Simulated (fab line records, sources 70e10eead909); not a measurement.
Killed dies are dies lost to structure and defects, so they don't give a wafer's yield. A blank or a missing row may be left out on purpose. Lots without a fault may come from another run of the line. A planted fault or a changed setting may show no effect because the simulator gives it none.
A struck lot beside a sound one | flow nand_harc | 14 steps out of a route of 1159
Sound: wafers L119.4, L119.5, L119.6. Struck: wafer L106.5. (L106.3, L106.4 of the same lot were not struck and are left out.) The cause comes at the end.
At each step with rows: each side's tool, then ch and its chambers, then its first start. Under that, the readings that differ: sound wafers | struck wafers | difference of the means | sigmas: that difference in standard deviations of wafers without a fault.
alike: readings whose means differ by less than 2 such deviations, and words and numbers that are the same on both sides. not compared: withheld readings, readings that some wafer has no value for, bounds like >300 that may hide the same value, and numbers for which the record gives no deviation and whose values overlap.
The two part at a step that has a row with sigmas, a row that says differs or no value, or rows on one side only. Numbers that don't overlap but have no deviation are shown without sigmas and don't part them. A reading that every wafer of one side lacks parts them only if that side has two wafers or more.

first, 8 steps without rows for these wafers: NHARC_P_BONDPAD_HMDS_02 (time 30 s); NHARC_P_BONDPAD_COAT_36 (time 65 s); NHARC_P_BONDPAD_COAT_03 (resist thk 600 nm); NHARC_P_BONDPAD_SOFTBAKE_04 (time 70 s); NHARC_P_BONDPAD_EBR_05; NHARC_P_BONDPAD_EXPOSE_06 (exposes mask P BPAD); NHARC_P_BONDPAD_PEB_07 (peb time 80 s); NHARC_P_BONDPAD_DEVELOP_08 (time 50 s).
NHARC_P_BONDPAD_CD_MEAS_09: target cd 500 nm.
  sound on cd_sem-02 ch 0, day 10 21:04; struck on cd_sem-01 ch 0, day 7 19:57
  alike: cd_nm
NHARC_P_BONDPAD_OVL_MEAS_38:
  sound on overlay-01, day 10 21:10; struck on overlay-02, day 7 20:02
  alike: overlay_x_nm, overlay_y_nm
then, 1 step without rows for these wafers: NHARC_P_BONDPAD_HARDBAKE_10 (time 65 s).
NHARC_P_BONDPAD_DESCUM_11: chemistry O2, time 3 s.
  sound on rie_diel-10 ch 0,1, day 10 21:19; struck on rie_diel-10 ch 0, day 7 20:10
  alike: drypump_motor_current_A, oes_product_au, rf_vpp_V, showerhead_plenum_p_Torr, throttle_valve_pct
  not compared: rf_hours_counter_h
NHARC_P_BONDPAD_ETCH_37: etches the open film in N2/H2, target depth 60 nm, overetch 18 nm, time 65.91 s.
  sound on rie_diel-10 ch 0,2,3, day 10 21:25; struck on rie_diel-10 ch 0, day 7 20:14
  reading          | sound          | struck | difference | sigmas
  run_length_s (s) | 87.2 86.7 86.8 | 63.7   | -23.2      | -66
  alike: drypump_motor_current_A, oes_product_au, rf_vpp_V, showerhead_plenum_p_Torr, throttle_valve_pct
  not compared: rf_hours_counter_h
NHARC_P_BONDPAD_ETCH_12: etches the open film in CHF3/O2, target depth 200 nm, time 100 s.
  sound on rie_diel-10 ch 1,2; struck on rie_diel-10 ch 2
  alike: drypump_motor_current_A, oes_product_au, rf_vpp_V, run_length_s, showerhead_plenum_p_Torr, throttle_valve_pct
  not compared: rf_hours_counter_h

WHERE THEY PART
Only at NHARC_P_BONDPAD_ETCH_37, within this record. Later steps at which nothing parts them and some readings are alike: NHARC_P_BONDPAD_ETCH_12.

WHY: what the simulator had put in
Process parameter drift: rie_diel-10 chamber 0, from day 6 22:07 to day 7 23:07, at NHARC_P_BONDPAD_ETCH_37. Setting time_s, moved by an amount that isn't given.
